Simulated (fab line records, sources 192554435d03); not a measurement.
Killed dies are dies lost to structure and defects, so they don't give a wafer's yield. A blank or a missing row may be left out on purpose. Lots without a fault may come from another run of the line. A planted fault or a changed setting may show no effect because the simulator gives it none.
Chamber matching | flow n5_finfet | N5_BEOL_M10_CMP_52 on cmp-02: 4 sister chambers
The step polishes, stops on SiCOH lowk, t overpolish 7 s, target thk 140 nm. 4 wafers are shown with their chamber, then 7 later ones without.

WAFERS WITH THEIR CHAMBER
wafer  | chamber | motor_current_A (A)
L083.5 | 0       | 6.2
L085.2 | 3       | 6.2
L089.1 | 1       | 7.2
L089.4 | 2       | 6.0

WAFERS WITHOUT THEIR CHAMBER
wafer  | motor_current_A (A)
L089.5 | 7.3
L088.1 | 6.3
L088.2 | 5.5
L088.5 | 6.0
L093.3 | 7.2
L093.5 | 5.7
L093.6 | 6.1

WHICH CHAMBER EACH WENT THROUGH
wafer  | from the rows above          | in truth
L089.5 | 1                            | 1
L088.1 | can't be placed: 0 or 3 or 2 | 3
L088.2 | can't be placed: 2 or 0 or 3 | 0
L088.5 | can't be placed: 2 or 0 or 3 | 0
L093.3 | 1                            | 1
L093.5 | can't be placed: 2 or 0 or 3 | 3
L093.6 | can't be placed: 2 or 0 or 3 | 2
Placed correctly: 2 of 7. Can't be placed from these rows: 5 (the true chamber is among the candidates in 5). Placed wrongly: 0.
How it was worked out, from the rows above alone: a wafer's distance from a chamber is the root of the sum, over the readings, of the square of ((its reading less the chamber's mean) divided by the reading's scatter). The wafer belongs to the nearest chamber; if the next one is less than 2 further off, it can't be placed. A chamber's mean is the mean of its shown wafers. The scatter: with one shown wafer a chamber, the root of the mean of the squares of how far each hidden wafer lies from its nearest shown one.
